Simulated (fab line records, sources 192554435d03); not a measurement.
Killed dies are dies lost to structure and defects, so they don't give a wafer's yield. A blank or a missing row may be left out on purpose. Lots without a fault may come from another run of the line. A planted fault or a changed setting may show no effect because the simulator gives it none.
fab line records | flow n5_finfet | part 2 of 2: steps 5 to 6 of 6
record lots=22 wafers=66 last_day=17
route steps=1938 shown BEOL_M0_SAQP@691 BEOL_M0@731 BEOL_M1@773
lots that met no fault: from a run of the same line without faults
start_h: hours from the record's first day to the start of the lot's first wafer shown | wait_h: hours since the lot's step before | " the same as in the row above | L1.1+2: a row that stands for several wafers | - no value, or no start given | * or withheld: withheld | < > ~ a bound
route shown NAME@n: a module of which the file shows steps, and the number in the route of the first | usual: mean/standard deviation of fault-free wafers | same: alike in all rows | chamber/n: place in a boat | sites: the reading at each site | _std_site: their standard deviation | _edge_site: outer sites' mean less inner sites' | radius_mm: how far each site lies from the wafer's centre | mask NAME#n: copy n | behind: the tool/chamber that last shaped the wafer | hold: why the lot was held/for how many hours/how that ended | device: the transistor (n, p or np) that didn't switch | end of line: the same wafers' tests at the end of the route | a step without rows: its recipe alone | killed: dies lost to structure and defects at the first sort, not the wafer's yield | map: a wafer's dies, x killed, . not, _ none there
set.NAME: the setting as run; set.NAME@STEP: as run at that earlier step | model.NAME: the simulator's own value behind a step, which no gauge read
steps of the route over a sample of lots; a table a step, a row a wafer
services: from which hour (start_h, from the record's first day; less than 0 if before it) a tool's chamber was out of use, for how many hours, and why
## steps
# step N5_BEOL_M1_STRIP_66
# recipe chemistry=CF4 resist=SiARC power_w=300 bias_power_w=75 pressure_mtorr=50 cf4_flow_sccm=150 rf_frequency_hz=6e+07
# usual drypump_motor_current_A=5.5/0.51 oes_product_au=0.78/0.1 rf_vpp_V=271.3/1.6 showerhead_plenum_p_Torr=1.79/0.061 throttle_valve_pct=13.4/0.31
# columns lot.wafer tool chamber start_h wait_h drypump_motor_current_A oes_product_au rf_hours_counter_h rf_vpp_V showerhead_plenum_p_Torr throttle_valve_pct
L076.1 rie_diel-03 2 138.66 0.0 6.6 0.77 140 272.9 1.85 13.4
L076.3 " 1 " " 4.9 0.88 29 274.4 1.90 13.6
L076.4 " 3 " " 5.4 0.69 243 270.7 1.77 14.0
L077.2 rie_diel-05 0 141.48 0.0 5.5 0.90 30 272.2 1.82 13.0
L077.4 " 1 " " 5.8 0.71 225 269.0 1.69 13.5
L077.5 " 2 " " 5.7 0.67 - 272.6 1.85 13.5
L078.1 rie_diel-05 2 151.71 0.0 5.7 0.66 228 273.2 1.85 13.5
L078.2 " 1 " " 5.8 0.70 229 269.6 1.69 13.5
L078.4 " 0 " " 5.5 0.90 34 270.3 1.82 13.0
L079.2 rie_diel-05 2 152.53 0.0 5.7 0.67 228 272.2 1.85 13.5
L079.3 " 0 " " 5.5 0.89 34 271.2 1.82 13.0
L079.5 " 1 " " 5.8 0.71 - 268.4 1.69 13.5
L080.1 rie_diel-05 1 162.11 0.0 5.8 0.70 232 268.7 1.69 13.5
L080.5 " 0 " " 5.5 0.89 - 271.3 1.82 13.0
L080.6 " 1 " " 5.8 0.70 - 269.8 1.69 13.5
L081.2 rie_diel-05 0 167.19 0.0 5.5 0.88 39 269.7 1.82 13.0
L081.3 " 3 " " 5.0 0.68 246 271.4 1.75 13.4
L081.5 " 2 " " 5.7 0.66 - 271.4 1.85 13.5
L082.1 rie_diel-05 1 177.99 0.0 5.8 0.70 237 268.2 1.69 13.6
L082.4 " 0 " " 5.5 0.88 42 271.8 1.82 13.0
L082.6 " 0 " " 5.5 0.87 - 272.4 1.82 13.0
L083.1 rie_diel-03 1 179.64 0.0 4.9 0.85 45 274.1 1.89 13.7
L083.2 " 0 " " 5.7 0.68 245 269.8 1.77 13.9
L083.5 " 0 " " 5.6 0.68 - 271.6 1.77 13.9
L084.1 rie_diel-03 0 188.89 0.0 5.6 0.68 248 271.6 1.77 13.9
L084.2 " 3 " " 5.4 0.96 2 270.9 1.77 13.4
L084.4 " 2 " " 6.6 0.75 158 270.6 1.84 13.5
L085.2 rie_diel-03 2 194.41 0.0 6.6 0.75 160 272.3 1.84 13.5
L085.5 " 3 " " 5.4 0.95 - 270.5 1.77 13.4
L085.6 " 1 " " 4.9 0.84 - 272.9 1.89 13.7
L086.1 rie_diel-04 0 196.63 0.0 5.1 0.70 214 269.7 1.71 13.6
L086.3 " 3 " " 6.1 0.76 132 269.1 1.74 13.7
L086.4 " 1 " " 5.0 0.71 172 271.4 1.72 13.6
L087.3 rie_diel-04 1 200.48 0.0 5.0 0.70 173 269.5 1.72 13.6
L087.4 " 3 " " 6.1 0.76 133 269.6 1.74 13.7
L087.6 " 0 " " 5.1 0.70 - 268.2 1.71 13.6
L088.3 rie_diel-03 3 210.37 0.0 5.4 0.93 10 271.5 1.77 13.4
L088.5 " 1 " " 4.9 0.83 - 273.0 1.89 13.7
L088.6 " 2 " " 6.6 0.75 - 272.9 1.84 13.5
L089.4 rie_diel-05 0 215.63 0.0 5.5 0.86 - 271.2 1.82 13.1
L089.5 " 2 " " 5.7 0.65 - 271.9 1.85 13.5
L089.6 " 3 " " 5.0 0.97 - 270.3 1.75 12.9
L090.3 rie_diel-05 3 217.30 0.0 5.0 0.96 4 271.2 1.75 12.8
L090.5 " 3 " " 5.0 0.96 - 269.3 1.75 12.9
L090.6 " 0 " " 5.5 0.86 - 271.5 1.82 13.1
L091.1 rie_diel-05 3 226.32 0.0 5.0 0.95 7 270.6 1.75 12.9
L091.4 " 0 " " 5.5 0.85 - 271.9 1.81 13.1
L091.5 " 3 " " 5.0 0.95 - 269.2 1.75 12.9
L092.1 rie_diel-03 2 228.97 0.0 6.6 0.74 173 273.3 1.84 13.5
L092.3 " 1 " " 4.9 0.83 63 274.1 1.89 13.7
L092.6 " 2 " " 6.6 0.74 - 273.4 1.84 13.5
L093.2 rie_diel-05 0 237.38 0.0 5.5 0.85 64 272.3 1.81 13.1
L093.4 " 2 " " 5.7 0.65 - 273.6 1.84 13.6
L093.6 " 3 " " 5.0 0.94 - 271.3 1.75 12.9
L094.1 rie_diel-04 2 242.38 0.0 6.3 0.68 237 268.4 1.78 14.0
L094.2 " 1 " " 5.0 0.71 185 270.2 1.72 13.7
L094.6 " 1 " " 5.0 0.71 - 269.8 1.72 13.6
L095.1 rie_diel-05 3 245.19 0.0 5.0 0.92 14 271.0 1.75 12.9
L095.5 " 0 " " 5.5 0.85 - 272.3 1.81 13.1
L095.6 " 1 " " 5.8 0.98 - 272.7 1.89 13.0
L096.1 rie_diel-05 1 255.43 0.0 5.8 0.95 5 274.1 1.89 13.0
L096.2 " 0 " " 5.5 0.84 72 272.1 1.81 13.1
L096.6 " 3 " " 5.0 0.92 - 270.6 1.75 12.9
L097.1 rie_diel-04 2 257.36 0.0 6.2 0.68 242 271.4 1.78 14.0
L097.3 " 3 " " 6.0 0.74 150 269.2 1.74 13.7
L097.5 " 2 " " 6.3 0.68 - 271.6 1.78 14.0
# step N5_BEOL_M1_ETCHBACK_99
# recipe chemistry=CHF3 target=SiO2 target_depth_a=50 time_s=10.4 source_w=215 bias_w=47 Ar_flow_sccm=200 CHF3_flow_sccm=12 ion_energy_ev=100 pressure_mtorr=30
# usual drypump_motor_current_A=5.6/0.53 oes_f_703_au=0.79/0.094 oes_product_au=0.78/0.1 rf_vpp_V=237/4.6 showerhead_plenum_p_Torr=2.13/0.074 throttle_valve_pct=16.99/0.22
# columns lot.wafer tool chamber start_h wait_h drypump_motor_current_A oes_f_703_au oes_product_au rf_hours_counter_h rf_vpp_V showerhead_plenum_p_Torr throttle_valve_pct
L076.1 rie_diel-04 0 144.10 4.6 5.1 0.73 0.72 197 244 2.04 16.93
L076.3 " 3 " " 6.0 0.80 0.79 116 233 2.06 16.98
L076.4 " 2 " " 6.3 0.74 0.72 207 232 2.12 17.25
L077.2 rie_diel-05 0 144.14 1.6 5.5 0.91 0.90 32 240 2.19 16.51
L077.4 " 1 " " 5.8 0.69 0.69 227 238 2.04 17.08
L077.5 " 2 " " 5.7 0.68 0.67 - 241 2.22 16.81
L078.1 rie_diel-05 1 157.04 4.3 5.8 0.68 0.69 231 237 2.04 17.09
L078.2 " 0 " " 5.6 0.90 0.91 36 242 2.19 16.54
L078.4 " 3 " " 5.0 0.71 0.69 243 234 2.11 16.84
L079.2 rie_diel-04 3 157.51 3.0 6.1 0.79 0.78 120 234 2.06 16.99
L079.3 " 1 " " 5.0 0.74 0.73 161 232 2.06 17.07
L079.5 " 1 " " 5.0 0.73 0.73 - 231 2.06 17.08
L080.1 rie_diel-05 0 164.02 0.1 5.6 0.89 0.90 38 241 2.19 16.51
L080.5 " 0 " " 5.5 0.90 0.90 - 241 2.19 16.53
L080.6 " 3 " " 5.0 0.71 0.68 - 234 2.11 16.83
L081.2 rie_diel-03 2 168.40 0.1 6.6 0.77 0.77 151 241 2.23 16.97
L081.3 " 0 " " 5.7 0.70 0.69 240 234 2.11 17.23
L081.5 " 1 " " 4.9 0.88 0.86 - 243 2.26 17.17
L082.1 rie_diel-05 0 180.52 0.2 5.5 0.89 0.88 43 240 2.19 16.54
L082.4 " 0 " " 5.5 0.89 0.90 - 240 2.19 16.55
L082.6 " 2 " " 5.7 0.67 0.66 - 242 2.21 16.84
L083.1 rie_diel-03 1 185.05 3.7 4.9 0.86 0.87 47 243 2.26 17.17
L083.2 " 2 " " 6.6 0.76 0.76 158 241 2.23 16.95
L083.5 " 0 " " 5.7 0.71 0.68 - 233 2.11 17.27
L084.1 rie_diel-04 2 191.41 1.5 6.3 0.73 0.71 221 233 2.11 17.29
L084.2 " 1 " " 5.0 0.73 0.72 170 234 2.06 17.07
L084.4 " 0 " " 5.1 0.71 0.71 212 244 2.03 16.96
L085.2 rie_diel-04 1 195.72 0.3 5.0 0.73 0.71 172 233 2.06 17.08
L085.5 " 2 " " 6.3 0.74 0.70 - 231 2.11 17.29
L085.6 " 3 " " 6.1 0.78 0.76 - 233 2.06 17.02
L086.1 rie_diel-04 1 198.56 1.1 5.0 0.73 0.71 172 230 2.06 17.09
L086.3 " 2 " " 6.3 0.74 0.70 224 232 2.11 17.31
L086.4 " 0 " " 5.1 0.71 0.71 215 246 2.03 16.95
L087.3 rie_diel-04 3 205.63 3.7 6.1 0.78 0.77 134 233 2.06 17.02
L087.4 " 0 " " 5.1 0.71 0.70 217 243 2.03 16.97
L087.6 " 0 " " 5.1 0.70 0.70 - 245 2.03 16.95
L088.3 rie_diel-04 0 212.13 0.9 5.1 0.71 0.71 219 244 2.03 16.96
L088.5 " 0 " " 5.1 0.70 0.71 - 245 2.03 16.97
L088.6 " 1 " " 5.0 0.73 0.71 - 230 2.06 17.08
L089.4 rie_diel-05 3 218.09 1.2 5.0 1.00 0.99 - 233 2.11 16.36
L089.5 " 2 " " 5.7 0.66 0.66 - 240 2.21 16.87
L089.6 " 0 " " 5.5 0.88 0.88 - 242 2.18 16.55
L090.3 rie_diel-03 1 219.64 1.2 4.9 0.84 0.85 60 243 2.26 17.19
L090.5 " 3 " " 5.5 0.94 0.96 - 235 2.11 16.98
L090.6 " 2 " " 6.6 0.76 0.76 - 240 2.22 16.99
L091.1 rie_diel-03 0 237.64 10.0 5.7 0.97 0.96 5 234 2.11 16.83
L091.4 " 2 " " 6.6 0.75 0.74 175 241 2.22 16.98
L091.5 " 0 " " 5.6 0.97 0.95 - 234 2.11 16.83
L092.1 rie_diel-04 1 237.87 8.0 5.0 0.72 0.70 184 232 2.06 17.09
L092.3 " 3 " " 6.1 0.77 0.76 144 232 2.05 17.02
L092.6 " 2 " " 6.3 0.73 0.68 - 232 2.11 17.32
L093.2 rie_diel-05 3 240.97 2.6 5.0 0.97 0.96 12 234 2.11 16.37
L093.4 " 2 " " 5.7 0.66 0.65 - 241 2.20 16.87
L093.6 " 3 " " 5.0 0.98 0.96 - 233 2.10 16.38
L094.1 rie_diel-03 0 243.43 0.2 5.6 0.97 0.95 8 235 2.10 16.81
L094.2 " 2 " " 6.6 0.75 0.74 177 242 2.22 17.00
L094.6 " 0 " " 5.6 0.96 0.95 - 234 2.10 16.83
L095.1 rie_diel-03 1 247.66 1.5 4.9 0.83 0.84 70 242 2.25 17.22
L095.5 " 0 " " 5.6 0.96 0.95 - 235 2.10 16.83
L095.6 " 1 " " 4.9 0.83 0.83 - 242 2.25 17.22
L096.1 rie_diel-03 3 260.11 3.7 5.4 0.91 0.92 26 236 2.11 16.99
L096.2 " 1 " " 4.9 0.83 0.83 71 242 2.25 17.22
L096.6 " 2 " " 6.6 0.75 0.74 - 243 2.22 17.00
L097.1 rie_diel-04 0 264.93 6.7 5.1 0.70 0.69 235 244 2.02 17.00
L097.3 " 2 " " 6.2 0.72 0.69 244 232 2.10 17.33
L097.5 " 0 " " 5.1 0.70 0.69 - 245 2.03 16.99
## services
# columns tool chamber start_h hours kind
cmp-03 - 105.88 3.7 pm
cmp-04 - 114.69 1.4 repair
cmp-04 - 122.01 12.8 pm
ald_metal-02 - 128.96 2.8 pm
cmp-03 - 133.43 6.7 pm
cmp-04 - 136.94 7.0 pm
cmp-04 - 164.11 1.0 repair
cmp-03 - 178.06 4.0 pm
rie_diel-05 3 180.01 - clean
rie_diel-05 3 180.01 - consumable_replace:focus_ring
cmp-04 - 182.35 0.4 repair
rie_diel-04 1 183.48 4.8 repair
cmp-04 - 189.92 0.3 repair
cmp-02 - 196.25 2.8 repair
ald_metal-03 2 200.74 20.5 repair
cmp-04 - 203.12 2.8 repair
rie_diel-05 1 212.43 - clean
rie_diel-05 1 212.43 - consumable_replace:focus_ring
rie_diel-05 1 212.43 - consumable_replace:showerhead
rie_diel-05 1 212.43 30.8 scheduled_down
rie_diel-05 1 212.43 30.8 vent_cycle
rie_diel-05 2 243.42 - clean
cmp-04 - 245.69 4.0 pm
cmp-02 - 258.45 4.3 repair
